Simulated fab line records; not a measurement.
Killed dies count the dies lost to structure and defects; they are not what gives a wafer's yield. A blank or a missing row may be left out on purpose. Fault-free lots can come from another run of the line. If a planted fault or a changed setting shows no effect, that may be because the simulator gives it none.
Matching of chambers ; flow n5_finfet ; N5_BEOL_M15_DESCUM_33 on rie_diel-01: 4 sister chambers
The step chemistry O2, time 7.9 s. 18 wafers are shown with their chamber, then 9 later ones without.

WAFERS PAIRED WITH THEIR CHAMBERS
wafer;chamber;showerhead_plenum_p_Torr (Torr);throttle_valve_pct (%);drypump_motor_current_A (A)
L074.1;1;2.15;20.03;5.45
L074.2;3;2.12;20.69;5.16
L074.5;0;2.01;20.61;5.42
L076.1;0;2.00;20.61;5.42
L076.2;3;2.12;20.70;5.19
L076.4;0;2.01;20.61;5.42
L075.1;0;2.00;20.64;5.41
L075.2;3;2.12;20.71;5.14
L075.3;1;2.15;20.04;5.46
L077.2;0;2.00;20.60;5.41
L077.3;3;2.12;20.72;5.15
L077.5;1;2.15;20.04;5.47
L078.2;0;2.00;20.62;5.41
L078.3;2;2.14;20.54;5.72
L078.6;3;2.12;20.71;5.16
L081.3;3;2.12;20.75;5.14
L081.4;2;2.14;20.53;5.78
L081.5;0;2.00;20.64;5.41

SIGNATURES, as means of the wafers listed above
reading;chamber 0;chamber 1;chamber 2;chamber 3;scatter within a chamber
showerhead_plenum_p_Torr;2.0029;2.1500;2.1400;2.1200;0.00319
throttle_valve_pct;20.6186;20.0367;20.5350;20.7133;0.0163
drypump_motor_current_A;5.4143;5.4600;5.7500;5.1567;0.0167
Rule: a wafer's distance from a chamber is the root of the sum, over the readings, of the square of ((its reading less the chamber's mean) divided by the reading's scatter). The wafer belongs to the nearest chamber; if the next one is less than 2 further off, it can't be placed. The scatter: take each reading less its chamber's mean, square it, sum over the shown wafers, divide by the number of wafers less the number of chambers, and take the root.

WAFERS WHOSE CHAMBER IS MISSING
wafer;showerhead_plenum_p_Torr (Torr);throttle_valve_pct (%);drypump_motor_current_A (A)
L087.1;2.11;20.74;5.17
L087.5;2.00;20.64;5.41
L087.6;2.11;20.74;5.16
L091.1;2.13;20.57;5.77
L091.4;1.99;20.68;5.42
L091.5;1.99;20.67;5.41
L094.1;2.11;20.77;5.14
L094.2;2.14;20.07;5.49
L094.6;2.14;20.09;5.48

EACH ONE'S CHAMBER
wafer;from the rows above;in truth
L087.1;3;3
L087.5;0;0
L087.6;3;3
L091.1;2;2
L091.4;0;0
L091.5;0;0
L094.1;3;3
L094.2;1;1
L094.6;1;1
Correctly placed: 9 of 9. Not placeable from these rows: 0. Number placed wrongly: 0.
